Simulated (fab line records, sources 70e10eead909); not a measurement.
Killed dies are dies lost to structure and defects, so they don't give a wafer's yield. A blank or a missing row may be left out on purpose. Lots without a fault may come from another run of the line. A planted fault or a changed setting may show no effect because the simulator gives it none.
Chamber matching | flow nand_harc | NHARC_A_STAIRCASE_STRIP_476 on rie_diel-06: 4 sister chambers
The step strips in O2, time 20 s. 4 wafers are shown with their chamber, then 8 later ones without.

WAFERS WITH THEIR CHAMBER
wafer  | chamber | drypump_motor_current_A (A)
L078.4 | 2       | 5.6
L086.4 | 1       | 6.0
L086.6 | 0       | 5.8
L089.4 | 3       | 5.7

WAFERS WITHOUT THEIR CHAMBER
wafer  | drypump_motor_current_A (A)
L089.5 | 6.0
L089.6 | 5.8
L091.3 | 6.0
L091.4 | 5.6
L091.5 | 5.5
L094.1 | 6.0
L094.3 | 5.8
L094.4 | 5.7

WHICH CHAMBER EACH WENT THROUGH
wafer  | from the rows above | in truth
L089.5 | 1                   | 1
L089.6 | 0                   | 0
L091.3 | 1                   | 1
L091.4 | 2                   | 2
L091.5 | 2                   | 2
L094.1 | 1                   | 1
L094.3 | 0                   | 0
L094.4 | 3                   | 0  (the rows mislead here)
Placed correctly: 7 of 8. Can't be placed from these rows: 0. Placed wrongly: 1.
How it was worked out, from the rows above alone: a wafer's distance from a chamber is the root of the sum, over the readings, of the square of ((its reading less the chamber's mean) divided by the reading's scatter). The wafer belongs to the nearest chamber; if the next one is less than 2 further off, it can't be placed. A chamber's mean is the mean of its shown wafers. The scatter: with one shown wafer a chamber, the root of the mean of the squares of how far each hidden wafer lies from its nearest shown one.
